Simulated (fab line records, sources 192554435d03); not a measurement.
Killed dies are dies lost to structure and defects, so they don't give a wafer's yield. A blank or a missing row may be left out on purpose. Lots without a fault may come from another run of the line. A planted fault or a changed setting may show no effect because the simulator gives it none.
Chamber matching | flow n5_finfet | N5_BEOL_M4_ETCHBACK_99 on rie_diel-04: 4 sister chambers
The step etches SiO2 in CHF3, target depth 5 nm, time 10.4 s. 14 wafers are shown with their chamber, then 7 later ones without.

WAFERS WITH THEIR CHAMBER
wafer  | chamber | showerhead_plenum_p_Torr (Torr) | drypump_motor_current_A (A) | throttle_valve_pct (%)
L080.2 | 3       | 2.05                            | 5.6                         | 16.87
L080.5 | 0       | 2.13                            | 5.6                         | 17.56
L080.6 | 1       | 2.12                            | 5.6                         | 17.04
L083.1 | 3       | 2.04                            | 5.6                         | 16.89
L083.3 | 2       | 2.29                            | 6.5                         | 17.01
L083.5 | 3       | 2.04                            | 5.6                         | 16.88
L084.1 | 2       | 2.29                            | 6.5                         | 17.01
L084.3 | 1       | 2.12                            | 5.6                         | 17.05
L084.6 | 1       | 2.12                            | 5.6                         | 17.07
L087.3 | 2       | 2.29                            | 6.5                         | 17.01
L087.5 | 2       | 2.29                            | 6.5                         | 17.03
L087.6 | 3       | 2.04                            | 5.6                         | 16.92
L090.1 | 3       | 2.04                            | 5.7                         | 16.93
L090.3 | 2       | 2.29                            | 6.5                         | 17.05

SIGNATURES (means of the wafers above)
reading                  | chamber 0 | chamber 1 | chamber 2 | chamber 3 | scatter within a chamber
showerhead_plenum_p_Torr | 2.1300    | 2.1200    | 2.2900    | 2.0420    | 0.00283
drypump_motor_current_A  | 5.600     | 5.600     | 6.500     | 5.620     | 0.0283
throttle_valve_pct       | 17.5600   | 17.0533   | 17.0220   | 16.8980   | 0.021
Rule: a wafer's distance from a chamber is the root of the sum, over the readings, of the square of ((its reading less the chamber's mean) divided by the reading's scatter). The wafer belongs to the nearest chamber; if the next one is less than 2 further off, it can't be placed. The scatter: the root of (the sum of the squares of (reading less its chamber's mean) over the shown wafers, divided by (wafers less chambers)).

WAFERS WITHOUT THEIR CHAMBER
wafer  | showerhead_plenum_p_Torr (Torr) | drypump_motor_current_A (A) | throttle_valve_pct (%)
L090.5 | 2.29                            | 6.5                         | 17.04
L095.1 | 2.12                            | 5.6                         | 17.14
L095.2 | 2.03                            | 5.6                         | 16.96
L095.3 | 2.28                            | 6.5                         | 17.08
L095.4 | 2.11                            | 5.6                         | 16.66
L095.5 | 2.12                            | 5.6                         | 17.17
L095.6 | 2.11                            | 5.6                         | 16.65

WHICH CHAMBER EACH WENT THROUGH
wafer  | from the rows above | in truth
L090.5 | 2                   | 2
L095.1 | 1                   | 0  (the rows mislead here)
L095.2 | 3                   | 3
L095.3 | 2                   | 2
L095.4 | 1                   | 1
L095.5 | 1                   | 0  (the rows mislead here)
L095.6 | 1                   | 1
Placed correctly: 5 of 7. Can't be placed from these rows: 0. Placed wrongly: 2.
